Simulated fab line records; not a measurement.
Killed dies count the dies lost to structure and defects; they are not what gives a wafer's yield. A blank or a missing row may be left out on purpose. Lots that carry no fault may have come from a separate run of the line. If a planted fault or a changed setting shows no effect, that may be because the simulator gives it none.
What tool caused it?	flow n5Finfet	23 lots with 69 wafers sampled at 3 steps, on a route of 1938 steps

WHAT THE GAUGES SHOWED, per wafer
N5_MOL_CONTACT_COAG_CD_MEAS_99: target cd 17.2 nm. Usual: 17.2 nm for cdNm, sd 0.35.
lot	measured	on	cdNm (nm)	flag
L074	day 5 00:13	cdSem-01	16.9 17.2 17.7	
L075	day 5 10:31	cdSem-01	17.2 17.3 17.3	
L076	day 5 11:25	cdSem-03	17.0 16.9 16.9	
L077	day 5 12:54	cdSem-02	16.9 17.4 17.5	
L078	day 6 00:54	cdSem-01	18.0 17.7 16.8	
L079	day 6 08:11	cdSem-03	17.5 17.3 17.4	
L080	day 6 11:13	cdSem-03	17.4 17.5 16.9	
L083	day 7 05:05	cdSem-03	17.6 17.7 17.5	
L081	day 7 08:01	cdSem-02	17.5 17.3 17.0	
L084	day 7 09:53	cdSem-01	17.1 17.6 17.0	
L082	day 7 10:59	cdSem-01	17.6 16.9 16.7	
L085	day 7 17:54	cdSem-01	17.4 17.4 17.5	
L086	day 7 18:10	cdSem-03	16.7 17.5 17.4	
L087	day 8 03:58	cdSem-01	16.8 16.8 16.8	
L088	day 8 05:09	cdSem-02	17.1 17.0 17.6	
L089	day 8 12:41	cdSem-01	17.4 17.0 17.2	
L090	day 8 18:31	cdSem-01	16.6 17.1 16.9	
L091	day 8 23:10	cdSem-02	17.2 17.5 17.5	
L092	day 9 05:56	cdSem-02	17.0 17.2 16.6	
L093	day 9 17:37	cdSem-01	17.4 17.9 17.5	
L094	day 9 21:58	cdSem-01	17.0 16.6 17.0	
L096	day 10 09:04	cdSem-02	17.2 16.6 17.1	
L097	day 10 18:29	cdSem-02	17.0 16.7 16.9	

TOOL THAT RAN EACH LOT (tool first, then ch and the chambers of the sampled wafers, then the start)
lot	N5_GATE_CUT_CMP_43	N5_MOL_CONTACT_COAG_ETCH_15
L074	cmp-02 ch 0,1, day 4 22:38	rieDiel-02 ch 1,2,3, day 5 00:04
L075	cmp-02 ch 0,1,2, day 5 09:04	rieDiel-06 ch 1,2, day 5 10:20
L076	cmp-02 ch 2,3, day 5 09:53	rieDiel-06 ch 0,1, day 5 11:14
L077	cmp-03 ch 1,3, day 5 10:55	rieDiel-01 ch 1,2,3, day 5 12:43
L078	cmp-03 ch 0,2, day 5 23:13	rieDiel-02 ch 0,1,3, day 6 00:43
L079	cmp-02 ch 0,3, day 6 06:37	rieDiel-02 ch 0,3, day 6 08:00
L080	cmp-03 ch 0,1,2, day 6 09:46	rieDiel-01 ch 1,2,3, day 6 11:02
L083	cmp-04 ch 1,2,3, day 7 03:29	rieDiel-02 ch 0,2,3, day 7 04:54
L081	cmp-03 ch 0,3, day 7 06:29	rieDiel-02 ch 1,3, day 7 07:50
L084	cmp-02 ch 0,1,3, day 7 08:26	rieDiel-06 ch 0,1,3, day 7 09:42
L082	cmp-04 ch 0,2, day 7 09:24	rieDiel-01 ch 1,2,3, day 7 10:48
L085	cmp-02 ch 1,2,3, day 7 16:22	rieDiel-02 ch 0,1,3, day 7 17:43
L086	cmp-03 ch 0,1,2, day 7 16:44	rieDiel-06 ch 2,3, day 7 17:59
L087	cmp-02 ch 0,1,3, day 8 02:31	rieDiel-01 ch 2,3, day 8 03:47
L088	cmp-02 ch 2,3, day 8 03:36	rieDiel-02 ch 1,2,3, day 8 04:58
L089	cmp-04 ch 0,2, day 8 11:03	rieDiel-06 ch 1,2, day 8 12:30
L090	cmp-02 ch 0,2,3, day 8 16:44	rieDiel-01 ch 0,2,3, day 8 18:20
L091	cmp-04 ch 2,3, day 8 21:38	rieDiel-02 ch 1,2, day 8 22:59
L092	cmp-02 ch 1,2,3, day 9 04:16	rieDiel-01 ch 0,2,3, day 9 05:46
L093	cmp-04 ch 1,3, day 9 16:05	rieDiel-06 ch 1,3, day 9 17:26
L094	cmp-04 ch 0,2,3, day 9 20:09	rieDiel-06 ch 0,2,3, day 9 21:47
L096	cmp-02 ch 1,3, day 10 07:26	rieDiel-06 ch 1,2,3, day 10 08:53
L097	cmp-02 ch 0,1,2, day 10 16:49	rieDiel-06 ch 0,2,3, day 10 18:18
- N5_GATE_CUT_CMP_43: polishes SiO2.
- N5_MOL_CONTACT_COAG_ETCH_15: etches SiNx in CH3F/O2, stops on Si:P, target depth 7 nm.

WHAT THE TOOLS THEMSELVES READ (means of the sampled wafers that have a number; where no wafer has one, the mark that the record gives instead)
N5_GATE_CUT_CMP_43. Usual: 12.4 A for motorCurrentA, sd 1.5.
lot	tool	motorCurrentA (A)	flag
L074	cmp-02	11.7	
L075	cmp-02	11.4	
L076	cmp-02	13.8	
L077	cmp-03	10.7	
L078	cmp-03	14.4	
L079	cmp-02	13.4	
L080	cmp-03	13.3	
L083	cmp-04	12.6	
L081	cmp-03	12.3	
L084	cmp-02	12.7	
L082	cmp-04	11.9	
L085	cmp-02	12.3	
L086	cmp-03	13.4	
L087	cmp-02	12.6	
L088	cmp-02	12.3	
L089	cmp-04	12.6	
L090	cmp-02	12.5	
L091	cmp-04	11.8	
L092	cmp-02	12.2	
L093	cmp-04	12.9	
L094	cmp-04	12.2	
L096	cmp-02	13.1	
L097	cmp-02	11.2	

N5_MOL_CONTACT_COAG_ETCH_15. Usual: for drypumpMotorCurrentA, 5.4 A with a standard deviation of 0.33; for oes_ar_750_au, 0.77 a.u. with a standard deviation of 0.078; for oes_o_777_au, 0.77 a.u. with a standard deviation of 0.08; for oesProductAu, 0.56 a.u. with a standard deviation of 0.055; for rfVppV, 298 V with a standard deviation of 5.9; for showerheadPlenumPTorr, 2.05 Torr with a standard deviation of 0.048; for throttleValvePct, 16.35 % with a standard deviation of 0.12.
lot	tool	drypumpMotorCurrentA (A)	oes_ar_750_au (a.u.)	oes_o_777_au (a.u.)	oesProductAu (a.u.)	rfVppV (V)	showerheadPlenumPTorr (Torr)	throttleValvePct (%)	flag
L074	rieDiel-02	5.7	0.75	0.76	0.55	300	2.06	16.41	
L075	rieDiel-06	5.4	0.73	0.74	0.54	304	2.08	16.20	
L076	rieDiel-06	5.3	0.77	0.78	0.56	303	2.09	16.39	
L077	rieDiel-01	5.4	0.77	0.77	0.56	297	2.00	16.29	
L078	rieDiel-02	5.6	0.81	0.81	0.60	297	2.07	16.35	
L079	rieDiel-02	5.4	0.88	0.90	0.65	295	2.09	16.26	
L080	rieDiel-01	5.4	0.77	0.76	0.56	297	2.00	16.31	
L083	rieDiel-02	5.5	0.80	0.81	0.58	297	2.06	16.36	
L081	rieDiel-02	5.7	0.72	0.73	0.53	299	2.05	16.47	
L084	rieDiel-06	5.5	0.83	0.84	0.60	299	2.05	16.35	
L082	rieDiel-01	5.4	0.76	0.76	0.55	296	2.00	16.32	
L085	rieDiel-02	5.6	0.79	0.80	0.58	297	2.06	16.38	
L086	rieDiel-06	5.2	0.82	0.82	0.59	297	2.05	16.22	
L087	rieDiel-01	5.1	0.72	0.71	0.54	299	1.99	16.37	
L088	rieDiel-02	5.6	0.72	0.73	0.53	299	2.05	16.48	
L089	rieDiel-06	5.1	0.72	0.72	0.53	302	2.08	16.23	
L090	rieDiel-01	5.2	0.71	0.71	0.52	296	2.01	16.37	
L091	rieDiel-02	5.6	0.70	0.71	0.52	301	2.07	16.50	
L092	rieDiel-01	5.2	0.71	0.71	0.52	296	2.01	16.38	
L093	rieDiel-06	5.6	0.85	0.86	0.62	294	1.99	16.32	
L094	rieDiel-06	5.2	0.80	0.81	0.58	298	2.05	16.36	
L096	rieDiel-06	5.4	0.78	0.78	0.56	299	2.03	16.29	
L097	rieDiel-06	5.2	0.80	0.80	0.58	298	2.04	16.39	

THE ANSWER, worked out from the rows above alone
Rule: a lot counts as off when the mean over its wafers that have a number is more than 3 standard deviations away from the usual mean. Also off: a lot with no number at a reading for which 4 or more lots have one. Where the step has rows for the other lots, those lots are counted as sound. The gauges are gone through in route order, then the tools' own readings, and for those a lot's mean is taken as printed above. The first step at which some lot is off is used, and at that step the reading that is off furthest; a lot without a number counts as furthest.
Across all readings shown, no lot is off: no conclusion can be drawn from this.

WHAT THE SIMULATOR PUT IN
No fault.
